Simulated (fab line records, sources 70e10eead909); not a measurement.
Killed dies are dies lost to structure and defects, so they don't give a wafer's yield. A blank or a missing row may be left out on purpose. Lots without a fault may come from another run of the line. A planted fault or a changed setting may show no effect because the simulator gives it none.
Chamber matching | flow nand_harc | NHARC_A_WL_FILL_ALD_19 on ald_metal-01: 4 sister chambers
The step deposits TiN, target thk 2 nm, pulse time 3 s, ald cycles 100. 16 wafers are shown with their chamber, then 8 later ones without.

WAFERS WITH THEIR CHAMBER
wafer  | chamber | heater_power_w (W) | precursor_pulse_height_rel
L077.2 | 2       | 948                | 0.995
L077.4 | 0       | 1149               | 0.966
L077.5 | 1       | 986                | 0.996
L078.1 | 1       | 1004               | 0.997
L078.3 | 2       | 952                | 1.004
L078.6 | 1       | 987                | 0.992
L085.2 | 3       | 1080               | 1.021
L085.4 | 1       | 1039               | 0.962
L085.5 | 3       | 1053               | 0.975
L086.3 | 1       | 1022               | 0.980
L086.5 | 0       | 1156               | 0.973
L086.6 | 3       | 1059               | 0.983
L087.1 | 2       | 1043               | 0.989
L087.5 | 0       | 1170               | 0.994
L087.6 | 3       | 1070               | 0.999
L088.2 | 1       | 1027               | 0.991

SIGNATURES (means of the wafers above)
reading                    | chamber 0 | chamber 1 | chamber 2 | chamber 3 | scatter within a chamber
heater_power_w             | 1158.33   | 1010.83   | 981.00    | 1065.50   | 27.1
precursor_pulse_height_rel | 0.97767   | 0.98633   | 0.99600   | 0.99450   | 0.0149
Rule: a wafer's distance from a chamber is the root of the sum, over the readings, of the square of ((its reading less the chamber's mean) divided by the reading's scatter). The wafer belongs to the nearest chamber; if the next one is less than 2 further off, it can't be placed. The scatter: the root of (the sum of the squares of (reading less its chamber's mean) over the shown wafers, divided by (wafers less chambers)).

WAFERS WITHOUT THEIR CHAMBER
wafer  | heater_power_w (W) | precursor_pulse_height_rel
L088.3 | 1199               | 1.006
L088.6 | 1190               | 1.003
L093.1 | 1087               | 0.991
L093.2 | 1181               | 1.031
L093.4 | 1049               | 0.974
L095.1 | 1056               | 0.999
L095.3 | 1035               | 0.979
L095.4 | 1091               | 1.002

WHICH CHAMBER EACH WENT THROUGH
wafer  | from the rows above          | in truth
L088.3 | 0                            | 0
L088.6 | 0                            | 0
L093.1 | can't be placed: 3 or 0 or 1 | 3
L093.2 | can't be placed: 0 or 3      | 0
L093.4 | can't be placed: 3 or 1 or 2 | 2
L095.1 | can't be placed: 3 or 1      | 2
L095.3 | can't be placed: 1 or 3 or 2 | 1
L095.4 | can't be placed: 3 or 0      | 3
Placed correctly: 2 of 8. Can't be placed from these rows: 6 (the true chamber is among the candidates in 5). Placed wrongly: 0.
